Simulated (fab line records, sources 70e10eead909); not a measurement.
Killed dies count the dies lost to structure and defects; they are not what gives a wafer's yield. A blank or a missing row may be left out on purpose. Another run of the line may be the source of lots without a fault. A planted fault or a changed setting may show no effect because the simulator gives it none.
Matching of chambers / flow nand-harc / NHARC_A_M1_DESCUM_14 on rie-diel-12 has 4 sister chambers
The step chemistry O2, time 3 s. 16 wafers are shown with their chamber, then 8 later ones without.

WAFERS, EACH WITH ITS CHAMBER
wafer=L712.3; chamber=2; drypump-motor-current-A (A)=5.90; oes-product-au (a.u.)=1.013; rf-vpp-V (V)=58.0
wafer=L712.4; chamber=0; drypump-motor-current-A (A)=5.97; oes-product-au (a.u.)=0.994; rf-vpp-V (V)=57.7
wafer=L712.6; chamber=0; drypump-motor-current-A (A)=5.97; oes-product-au (a.u.)=0.991; rf-vpp-V (V)=58.4
wafer=L717.1; chamber=3; drypump-motor-current-A (A)=5.60; oes-product-au (a.u.)=1.003; rf-vpp-V (V)=57.9
wafer=L717.2; chamber=0; drypump-motor-current-A (A)=5.96; oes-product-au (a.u.)=1.001; rf-vpp-V (V)=57.3
wafer=L717.5; chamber=0; drypump-motor-current-A (A)=5.97; oes-product-au (a.u.)=1.002; rf-vpp-V (V)=57.0
wafer=L719.1; chamber=0; drypump-motor-current-A (A)=5.92; oes-product-au (a.u.)=0.992; rf-vpp-V (V)=57.0
wafer=L719.3; chamber=1; drypump-motor-current-A (A)=5.81; oes-product-au (a.u.)=1.002; rf-vpp-V (V)=58.0
wafer=L719.6; chamber=1; drypump-motor-current-A (A)=5.79; oes-product-au (a.u.)=0.991; rf-vpp-V (V)=59.4
wafer=L718.1; chamber=0; drypump-motor-current-A (A)=5.92; oes-product-au (a.u.)=1.005; rf-vpp-V (V)=57.5
wafer=L718.4; chamber=2; drypump-motor-current-A (A)=5.86; oes-product-au (a.u.)=1.013; rf-vpp-V (V)=59.0
wafer=L718.6; chamber=2; drypump-motor-current-A (A)=5.90; oes-product-au (a.u.)=1.010; rf-vpp-V (V)=58.6
wafer=L720.2; chamber=3; drypump-motor-current-A (A)=5.59; oes-product-au (a.u.)=0.994; rf-vpp-V (V)=58.3
wafer=L720.3; chamber=2; drypump-motor-current-A (A)=5.83; oes-product-au (a.u.)=1.006; rf-vpp-V (V)=57.8
wafer=L720.4; chamber=1; drypump-motor-current-A (A)=5.79; oes-product-au (a.u.)=0.987; rf-vpp-V (V)=58.2
wafer=L726.2; chamber=0; drypump-motor-current-A (A)=5.96; oes-product-au (a.u.)=0.991; rf-vpp-V (V)=57.1

SIGNATURES (means of the wafers above)
reading=drypump-motor-current-A; chamber 0=5.9529; chamber 1=5.7967; chamber 2=5.8725; chamber 3=5.5950; scatter within a chamber=0.024
reading=oes-product-au; chamber 0=0.99657; chamber 1=0.99333; chamber 2=1.01050; chamber 3=0.99850; scatter within a chamber=0.0058
reading=rf-vpp-V; chamber 0=57.429; chamber 1=58.533; chamber 2=58.350; chamber 3=58.100; scatter within a chamber=0.552
Rule: a wafer lies at a distance from a chamber equal to the root of the sum of squares, over the readings, of (its reading less the chamber's mean, divided by the reading's scatter). The wafer belongs to the nearest chamber; if the next one is less than 2 further off, it can't be placed. The scatter: the root of (the sum of the squares of (reading less its chamber's mean) over the shown wafers, divided by (wafers less chambers)).

WAFERS WHOSE CHAMBER IS MISSING
wafer=L726.5; drypump-motor-current-A (A)=5.59; oes-product-au (a.u.)=1.001; rf-vpp-V (V)=56.6
wafer=L726.6; drypump-motor-current-A (A)=5.89; oes-product-au (a.u.)=1.003; rf-vpp-V (V)=58.6
wafer=L729.2; drypump-motor-current-A (A)=5.91; oes-product-au (a.u.)=0.999; rf-vpp-V (V)=58.2
wafer=L729.3; drypump-motor-current-A (A)=5.84; oes-product-au (a.u.)=0.990; rf-vpp-V (V)=59.2
wafer=L729.4; drypump-motor-current-A (A)=5.97; oes-product-au (a.u.)=0.981; rf-vpp-V (V)=58.0
wafer=L730.2; drypump-motor-current-A (A)=5.58; oes-product-au (a.u.)=1.005; rf-vpp-V (V)=58.5
wafer=L730.4; drypump-motor-current-A (A)=5.78; oes-product-au (a.u.)=1.008; rf-vpp-V (V)=58.4
wafer=L730.6; drypump-motor-current-A (A)=5.84; oes-product-au (a.u.)=1.023; rf-vpp-V (V)=57.5

THE CHAMBER EACH PASSED THROUGH
wafer=L726.5; from the rows above=3; in truth=3
wafer=L726.6; from the rows above=can't be placed: 2 or 0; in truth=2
wafer=L729.2; from the rows above=can't be placed: 0 or 2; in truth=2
wafer=L729.3; from the rows above=can't be placed: 1 or 2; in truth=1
wafer=L729.4; from the rows above=0; in truth=0
wafer=L730.2; from the rows above=3; in truth=3
wafer=L730.4; from the rows above=can't be placed: 1 or 2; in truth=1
wafer=L730.6; from the rows above=2; in truth=2
Placed correctly: 4 of 8. From these rows, 4 cannot be placed; in 4 the true chamber is one of the candidates. 0 placed wrongly.
